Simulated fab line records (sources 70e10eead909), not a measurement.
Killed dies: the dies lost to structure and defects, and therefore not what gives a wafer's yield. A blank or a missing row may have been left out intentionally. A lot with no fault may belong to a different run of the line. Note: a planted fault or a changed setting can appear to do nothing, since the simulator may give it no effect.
Chamber matching	flow nand_harc	rie_diel-13 running NHARC_P_GATE_DESCUM_31: 4 sister chambers
The step chemistry O2, time 3 s. 4 wafers are shown with their chamber, then 8 later ones without.

EACH WAFER AND ITS CHAMBER
wafer	chamber	drypump_motor_current_A (A)
L801.4	0	5.1
L803.2	1	6.0
L803.5	3	5.6
L808.2	2	6.2

WAFERS WITHOUT THEIR CHAMBER
wafer	drypump_motor_current_A (A)
L808.4	5.1
L808.5	6.0
L806.1	5.6
L806.2	6.0
L806.5	6.2
L813.2	6.2
L813.3	6.1
L813.5	5.6

EACH ONE'S CHAMBER
wafer	from the rows above	in truth
L808.4	0	0
L808.5	1	1
L806.1	3	3
L806.2	1	1
L806.5	2	2
L813.2	2	2
L813.3	can't be placed: 1 or 2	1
L813.5	3	3
7 of 8 placed correctly. Can't be placed from these rows: 1 (the true chamber is among the candidates in 1). Wrongly placed: 0.
How it was worked out, from the rows above alone: a wafer's distance from a chamber is the root of the sum, over the readings, of the square of ((its reading less the chamber's mean) divided by the reading's scatter). If the next closest chamber is less than 2 further off than the closest, the wafer can't be placed; otherwise it belongs to the closest. For every chamber, the mean is computed from those of its wafers that are shown. The scatter (one wafer shown for each chamber): square how far every hidden wafer sits from the nearest shown wafer, average those squares and take the square root.
